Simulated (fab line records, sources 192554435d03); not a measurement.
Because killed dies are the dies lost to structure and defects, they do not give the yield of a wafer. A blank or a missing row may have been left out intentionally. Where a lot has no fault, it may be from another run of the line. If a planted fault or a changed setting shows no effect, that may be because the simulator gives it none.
Lot-split experiment :: flow n5_finfet :: route with 1938 steps; 7 lots, 21 wafers read

ON THE SPLIT
At N5_PMOS_HMC_CHANNEL_EPI_PEB_07 (peb time 60 s), the setting peb_temp_c was moved away from the recipe's 110 C on 7 of the 21 wafers read, by -3.3% to +2.8%. The other wafers ran this setting at the recipe's value.

SPLIT TO READING: what lies between them in the file, 1 step
- N5_PMOS_HMC_CHANNEL_EPI_DEVELOP_08: develop time 30 s

THE READING
Shown in nm: cd_nm at N5_PMOS_HMC_CHANNEL_EPI_CD_MEAS_09, with target cd 237.4 nm. Fault-free wafers of this fab line usually give 237.0 nm, standard deviation 0.91 nm.

wafer: L077.1
tool, chamber at the split: litho_track-05, 0
peb_temp_c as run, C: 113.1
against the recipe: +2.8%
cd_nm, nm: 245.4
against lot-mates on the recipe: +8.0

wafer: L077.5
tool, chamber at the split: litho_track-05, 0
peb_temp_c as run, C: 110
against the recipe: recipe
cd_nm, nm: 237.4
against lot-mates on the recipe: -

wafer: L077.6
tool, chamber at the split: litho_track-05, 0
peb_temp_c as run, C: 110
against the recipe: recipe
cd_nm, nm: 237.5
against lot-mates on the recipe: -

wafer: L078.4
tool, chamber at the split: litho_track-03, 0
peb_temp_c as run, C: 111.4
against the recipe: +1.3%
cd_nm, nm: 241.1
against lot-mates on the recipe: +3.8

wafer: L078.5
tool, chamber at the split: litho_track-03, 0
peb_temp_c as run, C: 111.4
against the recipe: +1.3%
cd_nm, nm: 242.2
against lot-mates on the recipe: +4.9

wafer: L078.6
tool, chamber at the split: litho_track-03, 0
peb_temp_c as run, C: 110
against the recipe: recipe
cd_nm, nm: 237.3
against lot-mates on the recipe: -

wafer: L080.1
tool, chamber at the split: litho_track-03, 0
peb_temp_c as run, C: 110
against the recipe: recipe
cd_nm, nm: 236.6
against lot-mates on the recipe: -

wafer: L080.5
tool, chamber at the split: litho_track-03, 0
peb_temp_c as run, C: 110
against the recipe: recipe
cd_nm, nm: 237.1
against lot-mates on the recipe: -

wafer: L080.6
tool, chamber at the split: litho_track-03, 0
peb_temp_c as run, C: 110
against the recipe: recipe
cd_nm, nm: 236.4
against lot-mates on the recipe: -

wafer: L083.4
tool, chamber at the split: litho_track-03, 0
peb_temp_c as run, C: 110
against the recipe: recipe
cd_nm, nm: 237.6
against lot-mates on the recipe: -

wafer: L083.5
tool, chamber at the split: litho_track-03, 0
peb_temp_c as run, C: 111.3
against the recipe: +1.2%
cd_nm, nm: 241.2
against lot-mates on the recipe: +3.4

wafer: L083.6
tool, chamber at the split: litho_track-03, 0
peb_temp_c as run, C: 110
against the recipe: recipe
cd_nm, nm: 238.0
against lot-mates on the recipe: -

wafer: L084.2
tool, chamber at the split: litho_track-03, 0
peb_temp_c as run, C: 106.4
against the recipe: -3.3%
cd_nm, nm: 224.9
against lot-mates on the recipe: -12.0

wafer: L084.4
tool, chamber at the split: litho_track-03, 0
peb_temp_c as run, C: 110
against the recipe: recipe
cd_nm, nm: 236.8
against lot-mates on the recipe: -

wafer: L084.6
tool, chamber at the split: litho_track-03, 0
peb_temp_c as run, C: 110
against the recipe: recipe
cd_nm, nm: 237.0
against lot-mates on the recipe: -

wafer: L096.3
tool, chamber at the split: litho_track-05, 0
peb_temp_c as run, C: 110
against the recipe: recipe
cd_nm, nm: 236.0
against lot-mates on the recipe: -

wafer: L096.5
tool, chamber at the split: litho_track-05, 0
peb_temp_c as run, C: 112.4
against the recipe: +2.2%
cd_nm, nm: 243.0
against lot-mates on the recipe: +7.0

wafer: L096.6
tool, chamber at the split: litho_track-05, 0
peb_temp_c as run, C: 112.4
against the recipe: +2.2%
cd_nm, nm: 243.0
against lot-mates on the recipe: +7.0

wafer: L097.2
tool, chamber at the split: litho_track-03, 0
peb_temp_c as run, C: 110
against the recipe: recipe
cd_nm, nm: 235.5
against lot-mates on the recipe: -

wafer: L097.4
tool, chamber at the split: litho_track-03, 0
peb_temp_c as run, C: 110
against the recipe: recipe
cd_nm, nm: 235.5
against lot-mates on the recipe: -

wafer: L097.5
tool, chamber at the split: litho_track-03, 0
peb_temp_c as run, C: 110
against the recipe: recipe
cd_nm, nm: 235.5
against lot-mates on the recipe: -

FIT RESULTS
A straight line over all 21 wafers: cd_nm changes by +3.32 nm for each +1% of peb_temp_c; r = +0.98; the points scatter about the line by 0.86 nm.
The same after taking each lot's own level away (the mean of its wafers on the recipe; 21 wafers): +3.31 nm for each +1%; r = +0.99; scatter 0.47 nm.
That fit puts the effect of the largest move of peb_temp_c on the reading at 11 nm.
From 235.50 to 237.80 nm: that is the span of the lots' own levels, equal to 2.5 times the standard deviation above.
The two slopes agree, so the slope changes little with the lot-to-lot level.
Check: with one of the wafers moved furthest among these (-3.3%) left out of the fit, the line predicts -9.99 nm for it against its lot-mates. Against them it came out at -12 nm.

OTHER SPLITS ON THESE WAFERS
Other splits were also applied to these wafers ahead of the reading. Each is held against what the fit with the lots' levels taken away leaves over:
other split on the same wafers: N5_PMOS_HMC_CHANNEL_EPI_COAT_31 spin_rpm
wafers away from the commonest value: 5
r with cd_nm (lot level and that fit taken away): -0.06

THE WHOLE CHAIN: every reading that the file lists as answering this split, in the file's order
step: N5_PMOS_HMC_CHANNEL_EPI_CD_MEAS_09
what it does: target cd 237.4 nm
reading: cd_nm
change (the file's fit): +3.28 nm for each +1% of the setting
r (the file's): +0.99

step: N5_PMOS_HMC_CHANNEL_EPI_DESCUM_14
what it does: chemistry O2, time 7.9 s
reading: PMOS_HMC_CHANNEL_EPI.cd_nm (the simulator's own value, which no gauge read)
change (the file's fit): +3.35 nm for each +1% of the setting
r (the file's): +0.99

step: N5_PMOS_HMC_CHANNEL_EPI_ETCH_32
what it does: etches BARC in N2/H2, stops on SiO2, target depth 85.8 nm, time 50.3 s
reading: PMOS_HMC_CHANNEL_EPI.cd_nm (the simulator's own value, which no gauge read)
change (the file's fit): +3.3 nm for each +1% of the setting
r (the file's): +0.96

THE FILE'S OWN FIT
cd_nm changes by +3.28 nm for each +1% of peb_temp_c, r = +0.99.
